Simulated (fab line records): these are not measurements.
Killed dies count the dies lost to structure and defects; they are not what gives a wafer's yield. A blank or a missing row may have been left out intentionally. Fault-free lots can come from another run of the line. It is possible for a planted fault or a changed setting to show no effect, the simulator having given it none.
fab line records	flow n5-finfet
[record] lots = 5	wafers = 15	last-day = 18
route steps=1938 shown BEOL_M4@1099 BEOL_M5@1112 PASSIVATION@1936
lots that met no fault: taken from a fault-free run of the same line
start-h: hours from the record's opening day to when the first of the lot's shown wafers began	wait-h: hours from the lot's prior step to this one	" as in the row above	L1.1+2: a single row standing in for several wafers	- value missing, or start not given	* or withheld: withheld	< > ~ a bound
route shown NAME@n: a module of which the file shows steps, and the number in the route of the first	usual: mean/standard deviation of fault-free wafers	same: alike in all rows	chamber/n: place in a boat	sites: the reading at each site	_std_site: standard deviation of those values	_edge_site: inner sites' mean taken away from outer sites' mean	radius-mm: for every site, how far away it sits from the centre of the wafer	mask NAME#n: copy n	behind: the tool/chamber that last shaped the wafer	hold: reason for holding the lot/hours on hold/outcome of the hold	device: whichever transistor did not switch (one of n, p or np)	end of line: the tests these same wafers got at the end of their route	step lacking rows: just its recipe	killed: not the wafer's yield, but the dies lost to structure and defects at the first sort	map: dies across one wafer; x = killed, . = not, _ = none there
set.NAME: the run value of the setting; set.NAME@STEP: its run value at that earlier step	model.NAME: the simulator's own value behind a step, which no gauge read
a table for each step, a row for each wafer; lots at some steps of the route
services: a tool's chamber out of use, with start hour (start-h, from the record's first day; less than 0 if before it), hours out, and reason
[[steps]]
[step N5_BEOL_M4_ANNEAL_95]
[recipe] temp-c = 400	time-s = 240	ambient = vacuum
[step N5_BEOL_M4_SPUTTER_96]
[recipe] material = Cu	target-thk-a = 45	temp-c = -20	chamber-pressure-pa = 0.07	power-w = withheld	time-s = 8.29
[step N5_BEOL_M4_ECD_50]
[recipe] material = Cu	target-thk-a = 3000
[step N5_BEOL_M4_ANNEAL_51]
[recipe] temp-c = 225	time-s = 90	ambient = N2
[step N5_BEOL_M4_CMP_52]
[recipe] stop-on = SiOC	t-overpolish-s = 6.8	down-force-psi = 1	platen-rpm = 50	clearing-platen-down-force-psi = 1.5	clearing-platen-rpm = 50	post-cmp-clean = cu-alkaline	target-thk-nm = 40	clearing-platen-pad-velocity-m-s = 0.99484	pad-velocity-m-s = 0.99484
[step N5_BEOL_M4_PRE_CLEAN_60]
[recipe] gas = NH3/H2	time-s = 15	temp-c = *	rf-power-w = 300
[step N5_BEOL_M4_CO_CAP_55]
[recipe] material = Co	target-thk-a = 20	temp-c = 200	precursor = CCTBA/H2	pressure-torr = 30	time-s = 102.1
[step N5_BEOL_M4_PRE_CLEAN_56]
[recipe] gas = NH3	time-s = 15	temp-c = withheld	rf-power-w = 300
[step N5_BEOL_M4_DEP_57]
[recipe] material = SiCN	target-thk-a = 80	temp-c = withheld	precursor = 3MS/NH3	pressure-torr = 3	rf-w = 202	time-s = 14
[step N5_BEOL_M4_RC_MEAS_101]
[usual] DIBL_N = 36.3/1.6	DIBL_P = 36.5/1.6	IOFF_N = 0.163/0.026	IOFF_P = 0.22/0.033	ION_N = 676/9.9	ION_P = 464/6.5	SS_N = 71.5/0.5	SS_P = 73.3/0.64	VT_N = 249.3/2.9	VT_P = -250/3.2
lot.wafer	tool	chamber	start-h	wait-h	DIBL_N[mV/V]	DIBL_P[mV/V]	IOFF_N[nA/um]	IOFF_P[nA/um]	ION_N[uA/um]	ION_P[uA/um]	SS_N[mV/dec]	SS_P[mV/dec]	VT_N[mV]	VT_P[mV]
L917.1	prober-02	0	234.64	0.0	38.6	37.4	0.206	0.25	683	462	72.3	73.8	246.6	-247
L917.3	"	0	"	"	37.5	36.7	0.191	0.25	694	471	71.6	73.3	244.8	-247
L917.4	"	0	"	"	37.9	36.6	0.196	0.24	684	472	72.0	73.9	244.2	-247
L916.2	prober-01	0	235.26	0.2	36.2	37.9	0.166	0.22	676	458	72.0	73.1	248.0	-248
L916.3	"	0	"	"	32.9	33.1	0.108	0.15	653	453	70.8	71.0	254.9	-253
L916.6	"	0	"	"	34.8	35.3	0.141	0.17	670	456	70.8	72.5	248.7	-254
L918.2	prober-02	0	254.54	0.2	35.6	35.8	0.148	0.21	676	454	72.2	73.1	248.0	-250
L918.3	"	0	"	"	35.1	35.2	0.147	0.20	685	475	71.0	73.3	250.1	-250
L918.6	"	0	"	"	37.0	37.3	0.172	0.23	678	465	71.0	73.6	248.6	-249
L923.3	prober-02	0	266.63	0.3	36.2	35.8	0.147	0.18	660	450	71.4	73.0	255.2	-252
L923.5	"	0	"	"	34.4	35.1	0.127	0.17	656	454	71.1	72.7	252.9	-258
L923.6	"	0	"	"	34.6	35.0	0.136	0.17	671	461	71.1	72.8	249.9	-255
L930.3	prober-01	0	316.60	0.3	34.6	35.1	0.143	0.20	673	466	71.2	73.8	250.6	-251
L930.4	"	0	"	"	35.5	36.2	0.160	0.22	671	470	71.4	73.5	250.8	-247
L930.6	"	0	"	"	35.7	36.6	0.165	0.22	684	473	71.3	73.8	248.6	-250
[step N5_BEOL_M5_ILD_DEP_00]
[recipe] material = SiCOH_lowk	target-thk-a = 1406.4	temp-c = 300	precursor = DEMS/porogen	pressure-torr = 5	rf-w = 500	time-s = 25.9
[step N5_BEOL_M5_CURE_79]
[recipe] temp-c = 385	time-s = 240	ambient = He/Ar	material = SiCOH_lowk
[step N5_BEOL_M5_PECVD_70]
[recipe] material = SiO2	target-thk-a = 160	temp-c = 400	precursor = TEOS/O2	pressure-torr = 5.5	rf-w = 450	teos-flow-sccm = 53.8	gas = O2	flow-sccm = 3000	time-s = 18
[step N5_BEOL_M5_HM_DEP_02]
[recipe] material = TiN	target-thk-a = 200	temp-c = 25	chamber-pressure-pa = 0.49996
[step N5_BEOL_M5_COAT_59]
[recipe] resist = SOC	temp-c = 250	time-s = 60	spin-rpm = 1500	resist-thk-nm = 60
[step N5_BEOL_M5_COAT_60]
[recipe] resist = SiARC	temp-c = 220	time-s = 60	spin-rpm = 1500	resist-thk-nm = 12
[step N5_BEOL_M5_COAT_71]
[recipe] resist = underlayer	temp-c = 205	time-s = 60	spin-rpm = 1500	resist-thk-nm = 5
[step N5_BEOL_M5_COAT_05]
[recipe] resist = CAR-EUV	spin-rpm = 1500	resist-thk-nm = 30
[step N5_BEOL_M5_EBR_07]
[recipe] solvent = PGMEA	ebr-width-mm = 1.5
[step N5_BEOL_M5_SOFTBAKE_06]
[recipe] temp-c = 110	time-s = 60	resist = CAR-EUV
[step N5_BEOL_M5_EXPOSE_08]
[recipe] mask-id = M5	na = 0.33	source-shape = annular	sigma-inner = 0.4	sigma-outer = 0.8	polarization = unpolarized	target-cd-nm = 28	dose-mj = 35.75
[step N5_BEOL_M5_PEB_09]
[recipe] peb-temp-c = 100	peb-time-s = 60	resist = CAR-EUV
[step N5_BEOL_M5_DEVELOP_10]
[recipe] develop-time-s = 30	developer = TMAH	resist = CAR-EUV	rinse-liquid = surfactant-rinse	dry = air-spin	dev-temp-c = 23
[step N5_BEOL_M5_DESCUM_16]
[recipe] chemistry = O2	time-s = 7	source-power-w = 50	bias-power-w = 20	pressure-mtorr = 20	rf-frequency-hz = 2.712e+07	temp-c = 40	resist = CAR-EUV	o2-flow-sccm = 225
[step N5_BEOL_M5_ETCH_72]
[recipe] chemistry = N2/H2	target = underlayer	target-depth-a = 65	mask-material = CAR-EUV	time-s = 5.2	ion-energy-ev = 200	pressure-mtorr = 30	source-w = 840	bias-w = 150	n2-flow-sccm = 200	h2-flow-sccm = 200	ends = cleared
[step N5_BEOL_M5_ETCH_61]
[recipe] chemistry = CF4	target = SiARC	target-depth-a = 156	mask-material = CAR-EUV	time-s = 26	ion-energy-ev = 80	pressure-mtorr = 40	source-w = 545	bias-w = 36	Ar_flow_sccm = 100	cf4-flow-sccm = 100	ends = cleared
[step N5_BEOL_M5_ETCH_62]
[recipe] chemistry = N2/H2	target = SOC	target-depth-a = 750	overetch-a = 150	mask-material = SiARC	temp-c = 40	time-s = 112.5	ion-energy-ev = 200	pressure-mtorr = 30	source-w = 840	bias-w = 150	n2-flow-sccm = 200	h2-flow-sccm = 200
[step N5_BEOL_M5_STRIP_63]
[recipe] chemistry = N2/H2	temp-c = 40	n2-flow-sccm = 200	h2-flow-sccm = 200	rf-frequency-hz = 6e+07
[step N5_BEOL_M5_STRIP_73]
[recipe] chemistry = N2/H2	temp-c = 40	n2-flow-sccm = 200	h2-flow-sccm = 200	rf-frequency-hz = 6e+07
[step N5_BEOL_M5_STRIP_64]
[recipe] chemistry = CF4	resist = SiARC	power-w = 300	bias-power-w = 75	pressure-mtorr = 50	cf4-flow-sccm = 150	rf-frequency-hz = 6e+07
[step N5_BEOL_M5_HM_OPEN_17]
[recipe] chemistry = Cl2/BCl3	target-depth-a = 200	overetch-a = 60	target = TiN	mask-material = SOC	ion-energy-ev = 150	pressure-mtorr = 10	icp-w = 1000	bias-w = 126	Cl2_flow_sccm = 53.25	bcl3-flow-sccm = 21.75	Ar_flow_sccm = 25
[step N5_BEOL_M5_STRIP_19]
[recipe] chemistry = O2	power-w = 400	temp-c = 40	pressure-mtorr = 30	rf-frequency-hz = 6e+07	bias-power-w = 0	overash-fraction = 0.2	o2-flow-sccm = 225
[step N5_BEOL_M5_COAT_65]
[recipe] resist = SOC	temp-c = 250	time-s = 60	spin-rpm = 1500	resist-thk-nm = 60
[step N5_BEOL_M5_COAT_66]
[recipe] resist = SiARC	temp-c = 220	time-s = 60	spin-rpm = 1500	resist-thk-nm = 12
[step N5_BEOL_M5_VIA_ETCH_34]
[recipe] chemistry = C4F6/O2	target = SiCOH_lowk	target-depth-a = 883	mask-material = SOC	taper-deg = 4	time-s = 39.2	ion-energy-ev = 250	pressure-mtorr = 30	source-w = 345	bias-w = 185	Ar_flow_sccm = 300	C4F6_flow_sccm = 10	O2_flow_sccm = 10
[usual] C4F6_flow_sccm = 10.00/0.034	O2_flow_sccm = 10.001/0.027	drypump-motor-current-A = 5.7/0.34	oes-product-au = 0.78/0.083	rf-vpp-V = 664/5.6	showerhead-plenum-p-Torr = 2.84/0.12	throttle-valve-pct = 20.94/0.26
lot.wafer	tool	chamber	start-h	wait-h	C4F6_flow_sccm	O2_flow_sccm	drypump-motor-current-A	oes-product-au	rf-hours-counter-h	rf-vpp-V	showerhead-plenum-p-Torr	throttle-valve-pct	model.SiARC_of_BEOL_M5_COAT_66.thk-nm	model.SOC_of_BEOL_M5_COAT_65.thk-nm
L917.1	rie-diel-06	2	239.70	0.0	-	-	-	-	-	-	-	-	6.6	60
L917.3	"	3	"	"	-	-	-	-	-	-	-	-	6.2	60
L917.4	"	0	"	"	-	-	-	-	-	-	-	-	6.4	60.2
L916.2	rie-diel-05	1	242.41	0.0	-	-	-	-	-	-	-	-	6.4	60
L916.3	"	2	"	"	-	-	-	-	-	-	-	-	6.4	60
L916.6	"	2	"	"	-	-	-	-	-	-	-	-	6.4	60
L918.2	rie-diel-06	0	259.91	0.0	-	-	-	-	-	-	-	-	6.4	60.2
L918.3	"	1	"	"	-	-	-	-	-	-	-	-	6.2	60.2
L918.6	"	0	"	"	-	-	-	-	-	-	-	-	6.4	60.4
L923.3	rie-diel-06	3	272.25	0.0	10.04	10.002	5.3	0.92	28	672	3.02	20.51	0	55.8
L923.5	"	2	"	"	10.01	10.007	5.8	0.70	-	655	2.72	21.26	0	56
L923.6	"	1	"	"	10.01	10.018	5.9	0.73	-	667	2.63	21.30	0	55.8
L930.3	rie-diel-02	1	323.51	0.0	9.97	10.015	6.3	0.75	142	667	2.96	21.27	0	55.8
L930.4	"	0	"	"	10.01	10.029	5.4	0.91	21	663	2.90	20.56	0	56
L930.6	"	1	"	"	9.96	10.015	6.3	0.75	-	667	2.96	21.25	0	55.8
[step N5_PASSIVATION_PROBE_49]
[usual] defect-limited-yield = 91.2/1.5	killed_at_M0_to_M3 = 32/9.6	killed_at_M4_up = 13/5.3	killed-at-contacts = 13/6.7	killed-at-front-end = 42/11	killed-at-other = 3.8/2.9	killed-dies = 103/17	killed-on-rim = 14/4.4	killed-open = 67/13	killed-short = 35/7.9	sort_bin_5_function = 5.2/0.94	sort_bin_6_memory = 3.3/0.64	sort-n-pass = 1077/17	sort-yield-pct = 91.2/1.5
[same] gross-dies = 1180	killed-at-back-side = 0	sort_bin_4_leakage[%] = 0	sort_bin_8_speed[%] = 0
lot.wafer	tool	chamber	start-h	wait-h	defect-limited-yield[%]	killed_at_M0_to_M3	killed_at_M4_up	killed-at-contacts	killed-at-front-end	killed-at-other	killed-dies	killed-on-rim	killed-open	killed-short	sort_bin_5_function[%]	sort_bin_6_memory[%]	sort-n-pass	sort-yield-pct[%]
L917.1	prober-01	-	346.16	0.0	0	32	1081	4	54	9	1180	152	79	31	96.8	3.0	0	0
L917.3	prober-01	-	346.26	0.1	0	25	1082	5	59	9	1180	152	75	38	95.7	4.0	0	0
L917.4	prober-01	-	346.31	0.2	0	16	1099	3	54	8	1180	152	60	40	96.2	3.6	0	0
L916.2	prober-02	-	348.01	0.1	0	52	1104	4	17	3	1180	152	57	30	96.6	3.2	0	0
L916.3	prober-02	-	348.06	0.1	0	47	1098	5	30	0	1180	152	61	34	96.4	3.2	0	0
L916.6	prober-02	-	348.21	0.3	0	34	1100	7	36	3	1180	152	57	39	96.0	3.6	0	0
L918.2	prober-02	-	358.30	0.1	0	33	1084	10	47	6	1180	152	76	32	95.8	3.7	0	0
L918.3	prober-02	-	358.35	0.1	0	38	1066	18	51	7	1180	152	87	39	95.4	4.0	0	0
L918.6	prober-02	-	358.50	0.3	0	32	1100	8	36	4	1180	152	52	31	96.9	2.9	0	0
L923.3	prober-02	-	369.10	0.1	90.6	29	9	10	58	5	111	12	63	47	4.7	3.9	1069	90.6
L923.5	prober-02	-	369.20	0.2	93.7	22	6	4	38	4	74	13	54	20	3.6	2.5	1106	93.7
L923.6	prober-02	-	369.25	0.3	92.2	21	7	5	56	3	92	8	49	43	4.4	3.1	1088	92.2
L930.3	prober-02	-	432.71	0.1	92.4	18	12	12	44	4	90	14	58	31	3.9	3.6	1090	92.4
L930.4	prober-02	-	432.76	0.2	90.6	50	7	16	31	7	111	11	69	39	5.5	3.0	1069	90.6
L930.6	prober-02	-	432.86	0.3	93.1	28	8	10	32	4	82	12	50	29	4.1	2.9	1098	93.1
// killed by level:class
L917.1 BEOL_M5:area-etch=1069 STI_FIN_REVEAL:geometric-particle:open=18 FIN_SAQP:geometric-particle:short=8 FIN_SAQP:geometric-particle:open=8 BEOL_M0_SAQP:geometric-particle:short=8 BEOL_M1:geometric-particle:open=8 BEOL_M0_SAQP:geometric-particle:open=7 DUMMY_GATE:geometric-particle:open=6
L917.3 BEOL_M5:area-etch=1065 STI_FIN_REVEAL:geometric-particle:open=14 FIN_SAQP:geometric-particle:short=11 BEOL_M1:geometric-particle:open=10 FIN_SAQP:geometric-particle:open=8 ILD0:geometric-particle:short=7 BEOL_M5:geometric-particle:open=6 GATE_CUT:geometric-particle:open=4
L917.4 BEOL_M5:area-etch=1080 BEOL_M4:geometric-particle:open=12 STI_FIN_REVEAL:geometric-particle:open=10 DUMMY_GATE:geometric-particle:open=8 FIN_SAQP:geometric-particle:open=6 GATE_CUT:geometric-particle:short=5 STARTING-WAFER:geometric-particle:short=5 FIN_SAQP:geometric-particle:short=4
L916.2 BEOL_M5:area-etch=1093 BEOL_M1:geometric-particle:open=13 BEOL_M0_SAQP:geometric-particle:open=9 BEOL_M0_SAQP:geometric-particle:short=8 FIN_SAQP:geometric-particle:open=6 BEOL_M1:geometric-particle:short=6 BEOL_M3:geometric-particle:open=6 MOL_CONTACT_COAG:geometric-particle:open=4
L916.3 BEOL_M5:area-etch=1083 BEOL_M2:geometric-particle:open=12 BEOL_M0_SAQP:geometric-particle:open=11 FIN_SAQP:geometric-particle:short=8 BEOL_M3:geometric-particle:open=6 BEOL_M0_SAQP:geometric-particle:short=5 BEOL_M1:geometric-particle:open=5 FIN_SAQP:geometric-particle:open=4
L916.6 BEOL_M5:area-etch=1084 FIN_SAQP:geometric-particle:short=10 FIN_SAQP:geometric-particle:open=8 BEOL_M3:geometric-particle:open=8 BEOL_M0_SAQP:geometric-particle:open=7 BEOL_M0_SAQP:geometric-particle:short=7 BEOL_M1:geometric-particle:open=6 MOL_CONTACT_COAG:geometric-particle:open=5
L918.2 BEOL_M5:area-etch=1071 BEOL_M0_SAQP:geometric-particle:open=10 STI_FIN_REVEAL:geometric-particle:open=9 ILD0:geometric-particle:open=8 BEOL_M3:geometric-particle:open=7 MOL_CONTACT_COAG:geometric-particle:open=6 ILD0:geometric-particle:short=5 GATE_CUT:geometric-particle:short=5
L918.3 BEOL_M5:area-etch=1053 MOL_CONTACT_COAG:geometric-particle:open=16 STI_FIN_REVEAL:geometric-particle:open=13 BEOL_M0_SAQP:geometric-particle:short=10 BEOL_M0_SAQP:geometric-particle:open=10 FIN_SAQP:geometric-particle:open=8 BEOL_M3:geometric-particle:open=8 GATE_CUT:geometric-particle:short=7
L918.6 BEOL_M5:area-etch=1096 STI_FIN_REVEAL:geometric-particle:open=9 BEOL_M0_SAQP:geometric-particle:open=9 BEOL_M0_SAQP:geometric-particle:short=7 BEOL_M1:geometric-particle:open=6 ILD0:geometric-particle:open=5 GATE_CUT:geometric-particle:short=5 MOL_CONTACT_COAG:geometric-particle:open=5
L923.3 STI_FIN_REVEAL:geometric-particle:open=12 FIN_SAQP:geometric-particle:short=11 FIN_SAQP:geometric-particle:open=11 MOL_CONTACT_COAG:geometric-particle:open=7 BEOL_M0_SAQP:geometric-particle:short=6 BEOL_M2:geometric-particle:open=6 ILD0:geometric-particle:short=5 BEOL_M2:geometric-particle:short=5
L923.5 FIN_SAQP:geometric-particle:open=9 STI_FIN_REVEAL:geometric-particle:open=5 DUMMY_GATE:geometric-particle:open=5 BEOL_M1:geometric-particle:open=5 FIN_SAQP:geometric-particle:short=4 MOL_CONTACT_COAG:geometric-particle:open=4 BEOL_M0_SAQP:geometric-particle:open=4 BEOL_M0_SAQP:geometric-particle:short=4
L923.6 FIN_SAQP:geometric-particle:short=14 STI_FIN_REVEAL:geometric-particle:open=12 FIN_SAQP:geometric-particle:open=10 GATE_CUT:geometric-particle:short=6 BEOL_M0_SAQP:geometric-particle:short=6 ILD0:geometric-particle:short=5 MOL_CONTACT_COAG:geometric-particle:open=5 BEOL_M0_SAQP:geometric-particle:open=5
L930.3 STI_FIN_REVEAL:geometric-particle:open=13 GATE_CUT:geometric-particle:open=6 MOL_CONTACT_COAG:geometric-particle:open=6 MOL_CONTACT_COAG:geometric-particle:short=6 BEOL_M4:geometric-particle:open=6 BEOL_M0_SAQP:geometric-particle:short=6 FIN_SAQP:geometric-particle:open=5 STARTING-WAFER:geometric-particle:open=5
L930.4 MOL_CONTACT_COAG:geometric-particle:open=10 BEOL_M3:geometric-particle:open=10 BEOL_M2:geometric-particle:open=9 BEOL_M1:geometric-particle:open=9 BEOL_M0_SAQP:geometric-particle:short=8 BEOL_M1:geometric-particle:short=8 FIN_SAQP:geometric-particle:open=7 STI_FIN_REVEAL:geometric-particle:open=5
L930.6 MOL_CONTACT_COAG:geometric-particle:open=9 BEOL_M2:geometric-particle:open=9 BEOL_M0_SAQP:geometric-particle:short=7 BEOL_M0_SAQP:geometric-particle:open=6 FIN_SAQP:geometric-particle:short=5 GATE_CUT:geometric-particle:short=5 FIN_SAQP:geometric-particle:open=4 STI_FIN_REVEAL:geometric-particle:open=4
// map L916.2 (x killed, . not)
_________________xxxxxxxxxxxx________________
______________xxxxxxxxxxxxxxxxxx_____________
___________xxxxxxxxxxxxxxxxxxxxxxxx__________
__________xxxxxxxxxxxxxxxxxxxxxxxxxx_________
________xxxxxxxxxxxxxxxxxxxxxxxxxxxxxx_______
_______xxxxxxxxxxxxxxxxxxxxxxxxxxxxxxxx______
______xxxxxxxxxxxxxxxxxxxxxxxxxxxxxxxxxx_____
_____xxxxxxxxxxxxxxxxxxxxxxxxxxxxxxxxxxxx____
____xxxxxxxxxxxxxxxxxxxxxxxxxxxxxxxxxxxxxx___
___xxxxxxxxxxxxxxxxxxxxxxxxxxxxxxxxxxxxxxxx__
___xxxxxxxxxxxxxxxxxxxxxxxxxxxxxxxxxxxxxxxx__
__xxxxxxxxxxxxxxxxxxxxxxxxxxxxxxxxxxxxxxxxxx_
__xxxxxxxxxxxxxxxxxxxxxxxxxxxxxxxxxxxxxxxxxx_
_xxxxxxxxxxxxxxxxxxxxxxxxxxxxxxxxxxxxxxxxxxxx
_xxxxxxxxxxxxxxxxxxxxxxxxxxxxxxxxxxxxxxxxxxxx
_xxxxxxxxxxxxxxxxxxxxxxxxxxxxxxxxxxxxxxxxxxxx
_xxxxxxxxxxxxxxxxxxxxxxxxxxxxxxxxxxxxxxxxxxxx
_xxxxxxxxxxxxxxxxxxxxxxxxxxxxxxxxxxxxxxxxxxxx
_xxxxxxxxxxxxxxxxxxxxxxxxxxxxxxxxxxxxxxxxxxxx
_xxxxxxxxxxxxxxxxxxxxxxxxxxxxxxxxxxxxxxxxxxxx
_xxxxxxxxxxxxxxxxxxxxxxxxxxxxxxxxxxxxxxxxxxxx
__xxxxxxxxxxxxxxxxxxxxxxxxxxxxxxxxxxxxxxxxxx_
__xxxxxxxxxxxxxxxxxxxxxxxxxxxxxxxxxxxxxxxxxx_
___xxxxxxxxxxxxxxxxxxxxxxxxxxxxxxxxxxxxxxxx__
___xxxxxxxxxxxxxxxxxxxxxxxxxxxxxxxxxxxxxxxx__
____xxxxxxxxxxxxxxxxxxxxxxxxxxxxxxxxxxxxxx___
_____xxxxxxxxxxxxxxxxxxxxxxxxxxxxxxxxxxxx____
______xxxxxxxxxxxxxxxxxxxxxxxxxxxxxxxxxx_____
_______xxxxxxxxxxxxxxxxxxxxxxxxxxxxxxxx______
________xxxxxxxxxxxxxxxxxxxxxxxxxxxxxx_______
__________xxxxxxxxxxxxxxxxxxxxxxxxxx_________
___________xxxxxxxxxxxxxxxxxxxxxxxx__________
______________xxxxxxxxxxxxxxxxxx_____________
_________________xxxxxxxxxxxx________________
// map L917.1 (x killed, . not)
_________________xxxxxxxxxxxx________________
______________xxxxxxxxxxxxxxxxxx_____________
___________xxxxxxxxxxxxxxxxxxxxxxxx__________
__________xxxxxxxxxxxxxxxxxxxxxxxxxx_________
________xxxxxxxxxxxxxxxxxxxxxxxxxxxxxx_______
_______xxxxxxxxxxxxxxxxxxxxxxxxxxxxxxxx______
______xxxxxxxxxxxxxxxxxxxxxxxxxxxxxxxxxx_____
_____xxxxxxxxxxxxxxxxxxxxxxxxxxxxxxxxxxxx____
____xxxxxxxxxxxxxxxxxxxxxxxxxxxxxxxxxxxxxx___
___xxxxxxxxxxxxxxxxxxxxxxxxxxxxxxxxxxxxxxxx__
___xxxxxxxxxxxxxxxxxxxxxxxxxxxxxxxxxxxxxxxx__
__xxxxxxxxxxxxxxxxxxxxxxxxxxxxxxxxxxxxxxxxxx_
__xxxxxxxxxxxxxxxxxxxxxxxxxxxxxxxxxxxxxxxxxx_
_xxxxxxxxxxxxxxxxxxxxxxxxxxxxxxxxxxxxxxxxxxxx
_xxxxxxxxxxxxxxxxxxxxxxxxxxxxxxxxxxxxxxxxxxxx
_xxxxxxxxxxxxxxxxxxxxxxxxxxxxxxxxxxxxxxxxxxxx
_xxxxxxxxxxxxxxxxxxxxxxxxxxxxxxxxxxxxxxxxxxxx
_xxxxxxxxxxxxxxxxxxxxxxxxxxxxxxxxxxxxxxxxxxxx
_xxxxxxxxxxxxxxxxxxxxxxxxxxxxxxxxxxxxxxxxxxxx
_xxxxxxxxxxxxxxxxxxxxxxxxxxxxxxxxxxxxxxxxxxxx
_xxxxxxxxxxxxxxxxxxxxxxxxxxxxxxxxxxxxxxxxxxxx
__xxxxxxxxxxxxxxxxxxxxxxxxxxxxxxxxxxxxxxxxxx_
__xxxxxxxxxxxxxxxxxxxxxxxxxxxxxxxxxxxxxxxxxx_
___xxxxxxxxxxxxxxxxxxxxxxxxxxxxxxxxxxxxxxxx__
___xxxxxxxxxxxxxxxxxxxxxxxxxxxxxxxxxxxxxxxx__
____xxxxxxxxxxxxxxxxxxxxxxxxxxxxxxxxxxxxxx___
_____xxxxxxxxxxxxxxxxxxxxxxxxxxxxxxxxxxxx____
______xxxxxxxxxxxxxxxxxxxxxxxxxxxxxxxxxx_____
_______xxxxxxxxxxxxxxxxxxxxxxxxxxxxxxxx______
________xxxxxxxxxxxxxxxxxxxxxxxxxxxxxx_______
__________xxxxxxxxxxxxxxxxxxxxxxxxxx_________
___________xxxxxxxxxxxxxxxxxxxxxxxx__________
______________xxxxxxxxxxxxxxxxxx_____________
_________________xxxxxxxxxxxx________________
[[services]]
tool	chamber	start-h	hours	kind
rie-diel-02	0	219.73	-	clean
rie-diel-02	0	219.73	-	consumable-replace:focus-ring
rie-diel-02	0	219.73	32.4	scheduled-down
rie-diel-02	0	219.73	32.4	vent-cycle
rie-diel-02	1	234.79	10.1	repair
rie-diel-05	0	290.58	14.1	repair
[[key]]
[first-sign] step = N5_BEOL_M5_VIA_ETCH_34	reading = tool-record	direction = missing
[effect] step = N5_PASSIVATION_PROBE_49	reading = killed_at_M4_up	direction = up	sigmas = 99+	usual = 13	struck = 1090
[model-effect] step = N5_BEOL_M5_VIA_ETCH_34	value = SiARC_of_BEOL_M5_COAT_66.thk-nm	without = 0	struck = 6.378
[more-kills-born-at] N5_BEOL_M5_VIA_ETCH_34@rie-diel-06 = 6434	N5_BEOL_M5_VIA_ETCH_34@rie-diel-05 = 3260
met-at N5_BEOL_M5_VIA_ETCH_34
struck-wafers L916.2,L916.3,L916.6,L917.1,L917.3,L917.4,L918.2,L918.3,L918.6
later-rows-left-out L916.2,L916.3,L916.6,L917.1,L917.3,L917.4,L918.2,L918.3,L918.6
[fault] kind = skipped-step-whole	tool = rie-diel-05,rie-diel-06	chamber = -	onset-h = 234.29	steps = N5_BEOL_M5_VIA_ETCH_34	scope = struck-lots-only
// later-rows-left-out: the simulator's readings of these wafers behind a module that went badly wrong aren't trusted and aren't shown, but for the sort
